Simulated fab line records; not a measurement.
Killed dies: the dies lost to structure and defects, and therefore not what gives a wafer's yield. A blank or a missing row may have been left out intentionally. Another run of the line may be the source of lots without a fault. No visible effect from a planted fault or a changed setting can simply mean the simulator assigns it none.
Comparing a struck lot with a sound one | flow nand-harc | 25 steps out of a route of 1302
Sound: wafers L404.3, L404.4, L404.5. Wafers L420.1, L420.4, L420.5 were the ones struck. Last of all comes the cause.
Each step with rows lists, per side, the tool, then ch with its chambers, then its first start. Under that, the readings that differ: sound wafers | struck wafers | difference of the means | sigmas: that difference in standard deviations of wafers without a fault.
alike: readings with means less than 2 such deviations apart, plus words and numbers identical on both sides. not compared: withheld readings, readings lacking a value on some wafer, bounds such as >300 that could conceal the same value, and numbers that have no deviation in the record and whose values overlap.
A row with sigmas, a row that says differs or no value, or rows on one side alone: a step with any of these is where the two part. Non-overlapping numbers with no deviation appear without sigmas and do not part them. Lack of a reading on every wafer of one side parts them only where that side has two or more wafers.

NHARC_A_CHANNEL_HOLE_D1_DESCUM_15: chemistry O2, time 3 s.
  sound on rie-diel-11 ch 1,2,3, day 8 21:49; struck on rie-diel-07 ch 0,2,3, day 15 04:34
  alike: drypump-motor-current-A, oes-product-au, rf-vpp-V, showerhead-plenum-p-Torr, throttle-valve-pct
  not compared: rf-hours-counter-h
then, 2 steps without rows for these wafers: NHARC_A_CHANNEL_HOLE_D1_ETCH_38 (etches the open film in CF4, target depth 39 nm, time 65 s); NHARC_A_CHANNEL_HOLE_D1_ETCH_39 (etches the open film in N2/H2, target depth 260 nm, time 325 s).
NHARC_A_CHANNEL_HOLE_D1_ETCH_34: etches the open film in CF4/CHF3, target depth 154 nm, time 77 s.
  sound: rie-diel-11 ch 0,2,3; struck: rie-diel-07 ch 0,1,2
  reading                | sound                | struck               | difference | sigmas
  throttle-valve-pct (%) | 16.793 16.789 16.782 | 16.803 16.809 16.807 | +0.018     | +2
  alike: drypump-motor-current-A, oes-product-au, rf-vpp-V, showerhead-plenum-p-Torr
  not compared: rf-hours-counter-h
NHARC_A_CHANNEL_HOLE_D1_ETCH_16: etches the open film in O2/COS, target depth 3100 nm, time 806 s.
  sound: rie-diel-11 ch 0,1,2; struck: rie-diel-07 ch 0,2,3
  alike: drypump-motor-current-A, oes-product-au, rf-vpp-V, showerhead-plenum-p-Torr, throttle-valve-pct
  not compared: rf-hours-counter-h
NHARC_A_CHANNEL_HOLE_D1_CD_MEAS_18:
  sound on cd-sem-03, day 8 22:55; struck on cd-sem-01, day 15 05:40
  alike: cd-nm
then, 1 step without rows for these wafers: NHARC_A_CHANNEL_HOLE_D1_ETCH_19 (etches the open film in C4F8/O2/Ar, time 34.5 s).
NHARC_A_CHANNEL_HOLE_D1_ETCH_20: etches the open film in C4F8/O2/Ar, time 361.9 s, target depth 1600 nm.
  sound on har-etch-02 ch 0,1, day 8 23:49; struck on har-etch-02 ch 0,1, day 15 05:51
  alike: drypump-motor-current-A, showerhead-plenum-p-Torr, throttle-valve-pct
  not compared: rf-hours-counter-h
then, 4 steps without rows for these wafers: NHARC_A_CHANNEL_HOLE_D1_ETCH_21 (etches the open film in C4F8/O2/Ar, time 514.3 s, target depth 1600 nm); NHARC_A_CHANNEL_HOLE_D1_ETCH_22 (etches the open film in C4F8/O2/Ar, time 666.7 s, target depth 1600 nm); NHARC_A_CHANNEL_HOLE_D1_ETCH_23 (etches the open film in C4F8/O2/Ar, time 819 s, target depth 1600 nm); NHARC_A_CHANNEL_HOLE_D1_ETCH_24 (etches the open film in C4F8/O2/Ar, time 906.2 s, target depth 1500 nm).
NHARC_A_CHANNEL_HOLE_D1_ETCH_25: etches the open film in C4F8/O2/Ar, time 1040.2 s, target depth 1500 nm.
  sound on har-etch-02 ch 0,1, day 9 02:46; struck on har-etch-02 ch 0,1, day 15 08:37
  alike: drypump-motor-current-A, showerhead-plenum-p-Torr, throttle-valve-pct
  not compared: rf-hours-counter-h
then, 1 step without rows for these wafers: NHARC_A_CHANNEL_HOLE_D1_ETCH_26 (etches the open film in C4F8/O2/Ar, time 224.1 s, target depth 300 nm).
NHARC_A_CHANNEL_HOLE_D1_ETCH_33: etches the open film in C4F8/O2/Ar, time 90 s, target depth 400 nm.
  sound on har-etch-02 ch 0,1, day 9 03:37; struck on har-etch-02 ch 0,1, day 15 09:41
  alike: drypump-motor-current-A, showerhead-plenum-p-Torr, throttle-valve-pct
  not compared: rf-hours-counter-h
then, 3 steps without rows for these wafers: NHARC_A_CHANNEL_HOLE_D1_STRIP_41 (strips in N2/H2); NHARC_A_CHANNEL_HOLE_D1_STRIP_42 (strips in CF4/CHF3); NHARC_A_CHANNEL_HOLE_D1_STRIP_43 (strips in O2/COS).
NHARC_A_CHANNEL_HOLE_D1_ETCH_44: etches the open film in CF4/O2, target depth 140 nm, overetch 14 nm, time 77 s.
  sound on rie-diel-07 ch 0,3, day 9 04:18; struck on rie-diel-07 ch 0,1,2, day 15 10:26
  alike: drypump-motor-current-A, oes_f_703_au, oes-product-au, rf-vpp-V, showerhead-plenum-p-Torr, throttle-valve-pct
  not compared: rf-hours-counter-h, model.A_CHANNEL_HOLE_D1.cd-nm
then, 3 steps without rows for these wafers: NHARC_A_CHANNEL_HOLE_D1_STRIP_27 (strips in O2); NHARC_A_CHANNEL_HOLE_D1_PRECLEAN_28 (cleans in SC1); NHARC_A_CHANNEL_HOLE_D1_SRD_29.
NHARC_A_CHANNEL_HOLE_D1_CD_MEAS_30:
  sound on cd-sem-01, day 9 05:05; struck on cd-sem-01, day 15 11:14
  alike: cd-nm
NHARC_A_CHANNEL_HOLE_D1_XSEM_31:
  sound on xsem-02 ch 0, day 9 05:11; struck on xsem-01 ch 0, day 15 11:19
  reading     | sound          | struck         | difference | sigmas
  bow-nm (nm) | 8.57 8.52 8.55 | 9.74 9.62 9.68 | +1.13      | +5
  alike: bot-cd-nm, tilt-deg
NHARC_A_CHANNEL_HOLE_D1_INSPECT_40:
  sound on defect-inspect-01, day 9 05:17; struck on defect-inspect-02, day 15 11:25
  alike: raw-defect-count

WHERE THEY PART
At NHARC_A_CHANNEL_HOLE_D1_ETCH_34 first; at NHARC_A_CHANNEL_HOLE_D1_XSEM_31 last (within this record only). Later steps at which nothing parts them and some readings are alike: NHARC_A_CHANNEL_HOLE_D1_INSPECT_40.

WHY: what had been put in by the simulator
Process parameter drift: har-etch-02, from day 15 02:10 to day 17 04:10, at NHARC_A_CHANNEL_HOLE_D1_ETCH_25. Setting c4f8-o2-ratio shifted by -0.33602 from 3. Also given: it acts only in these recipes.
